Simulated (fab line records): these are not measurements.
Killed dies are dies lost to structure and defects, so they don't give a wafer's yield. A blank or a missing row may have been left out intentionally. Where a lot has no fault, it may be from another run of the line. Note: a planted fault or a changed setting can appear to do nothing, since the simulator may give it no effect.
A lot that was struck, set against a sound lot | flow n5-finfet | 37 out of 1938 route steps
Sound: these wafers, L250.3, L250.4. Struck: wafer L257.5; the same lot's L257.4 was not struck, so it is left out; see the end for the cause.
Per side, at each step with rows, come the tool, then ch with its chambers, and then its first start. Under that, the readings that differ: sound wafers | struck wafers | difference of the means | sigmas: that difference in standard deviations of wafers without a fault.
alike: readings with means less than 2 such deviations apart, plus words and numbers identical on both sides. not compared: withheld readings, readings lacking a value on some wafer, bounds such as >300 that could conceal the same value, and numbers that have no deviation in the record and whose values overlap.
Wherever a step has rows on one side only, a row that says differs or no value, or a row with sigmas, the two part there. Non-overlapping numbers with no deviation appear without sigmas and do not part them. A reading missing from all wafers of one side parts the sides only when that side holds two or more wafers.

first, 9 steps without rows for these wafers: N5_WELL_APT_DESCUM_30 (chemistry O2, time 7.9 s); N5_WELL_APT_IMPLANT_31; N5_WELL_APT_IMPLANT_32; N5_WELL_APT_STRIP_33 (strips in SPM, time 900 s); N5_WELL_APT_RTA_34 (time 10 s); N5_WELL_APT_OXIDE_STRIP_42 (strips SiO2 in dHF, time 45 s, target depth 12 nm); N5_WELL_APT_PRECLEAN_36 (cleans in O3/DIW, time 45 s); N5_WELL_APT_PRECLEAN_39 (cleans in dHF, time 60 s); N5_WELL_APT_SRD_37 (time 30 s).
N5_WELL_APT_EPI_41: deposits Si from SiH4/H2, target thk 50 nm, time 297.7 s.
  sound on epi-rpcvd-03 ch 0, day 4 11:05; struck on epi-rpcvd-03 ch 0, day 6 07:04
  reading                                 | sound       | struck | difference | sigmas
  run-length-s (s)                        | 361.6 362.1 | 301.0  | -60.9      | -21
  model.Si_of_WELL_APT_EPI_41.thk-nm (nm) | 50.9 50     | 40.82  | -9.63      |
  alike: throttle-valve-pct
then, 24 steps without rows for these wafers: N5_PMOS_HMC_CHANNEL_EPI_HM_DEP_34 (deposits SiO2 from TEOS/O2, target thk 36 nm, time 6.9 s); N5_PMOS_HMC_CHANNEL_EPI_COAT_31 (time 60 s, resist thk 66 nm); N5_PMOS_HMC_CHANNEL_EPI_COAT_03 (resist thk 205 nm); N5_PMOS_HMC_CHANNEL_EPI_EBR_05; N5_PMOS_HMC_CHANNEL_EPI_SOFTBAKE_04 (time 60 s); N5_PMOS_HMC_CHANNEL_EPI_EXPOSE_06 (exposes mask PMOS HMC BLK, target cd 240 nm); N5_PMOS_HMC_CHANNEL_EPI_PEB_07 (peb time 60 s); N5_PMOS_HMC_CHANNEL_EPI_DEVELOP_08 (develop time 30 s); N5_PMOS_HMC_CHANNEL_EPI_DESCUM_14 (chemistry O2, time 7.9 s); N5_PMOS_HMC_CHANNEL_EPI_ETCH_32 (etches BARC in N2/H2, stops on SiO2, target depth 85.8 nm, time 50.3 s); N5_PMOS_HMC_CHANNEL_EPI_HM_OPEN_15 (chemistry CHF3/O2, target SiO2, target depth 40.6 nm, time 20.3 s); N5_PMOS_HMC_CHANNEL_EPI_STRIP_33 (strips in N2/H2); N5_PMOS_HMC_CHANNEL_EPI_STRIP_17 (strips in SPM, time 750 s); N5_PMOS_HMC_CHANNEL_EPI_ETCH_38 (etches SiO2 in CF4, target depth 1.5 nm); N5_PMOS_HMC_CHANNEL_EPI_FIN_RECESS_16 (chemistry HBr/Cl2, target Si, target depth 54 nm, time 18 s); N5_PMOS_HMC_CHANNEL_EPI_PRECLEAN_36 (cleans in O3/DIW, time 45 s); N5_PMOS_HMC_CHANNEL_EPI_PRECLEAN_18 (cleans in DHF, time 30 s); N5_PMOS_HMC_CHANNEL_EPI_SRD_19 (time 30 s); N5_PMOS_HMC_CHANNEL_EPI_EPI_20 (deposits SiGe30, target thk 59 nm); N5_PMOS_HMC_CHANNEL_EPI_HM_STRIP_35 (strips SiO2 in dHF, material SiO2, target depth 39.6 nm, time 216 s); N5_PMOS_HMC_CHANNEL_EPI_SRD_39 (time 30 s); N5_PMOS_HMC_CHANNEL_EPI_CMP_21 (polishes SiGe30, target thk 54 nm); N5_PMOS_HMC_CHANNEL_EPI_PRECLEAN_40 (cleans in DHF, time 30 s); N5_PMOS_HMC_CHANNEL_EPI_PRECLEAN_37 (cleans in O3/DIW, time 45 s).
N5_SD_EPI_N_STRIP_18: strips in SPM, time 750 s.
  sound on wet-bench-01 ch 5,6, day 6 02:01; struck on wet-bench-01 ch 3, day 7 16:50
  reading                                 | sound   | struck | difference | sigmas
  model.Si_of_WELL_APT_EPI_41.thk-nm (nm) | 8.4 7.8 | 4.8    | -3.3       |
-- a jump in the record: the struck wafers' starts before and after are 5 days apart (it breaks off in module SD_EPI_N and resumes in module BEOL_M4, where the first step shown is number 1111 of the route) --
N5_BEOL_M4_RC_MEAS_101:
  sound on prober-01 ch 0, day 10 11:02; struck on prober-01 ch 0, day 12 10:31
  reading           | sound       | struck | difference | sigmas
  CJ_N              | 4.37 4.33   | 4.98   | +0.63      | +8
  CJ_P              | 5.79 5.84   | 4.11   | -1.70      | -11
  DIBL_N (mV/V)     | 38.9 37.5   | 35.1   | -3.1       | -2
  IOFF_N (nA/um)    | 0.232 0.194 | 0.145  | -0.068     | -2
  ION_N (uA/um)     | 695 686     | 666    | -24        | -2
  RS_NWELL (ohm/sq) | 1046 1026   | 1060   | +24        | +4
  RS_PWELL (ohm/sq) | 3011 2996   | 3123   | +120       | +6
  SS_P (mV/dec)     | 74.8 74.1   | 72.6   | -1.8       | -3
  VT_N (mV)         | 242 246     | 251    | +7         | +2
  alike: DIBL_P, IOFF_P, ION_P, SS_N, VT_P
following that, these wafers have no rows for 1 step: N5_PASSIVATION_PROBE_49.

== WHERE THEY PART ==
Last at N5_BEOL_M4_RC_MEAS_101 as far as this record goes, first at N5_WELL_APT_EPI_41.

WHY: what the simulator had put in
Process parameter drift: epi-rpcvd-03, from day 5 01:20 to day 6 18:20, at N5_WELL_APT_EPI_41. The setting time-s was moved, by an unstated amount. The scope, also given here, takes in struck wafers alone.
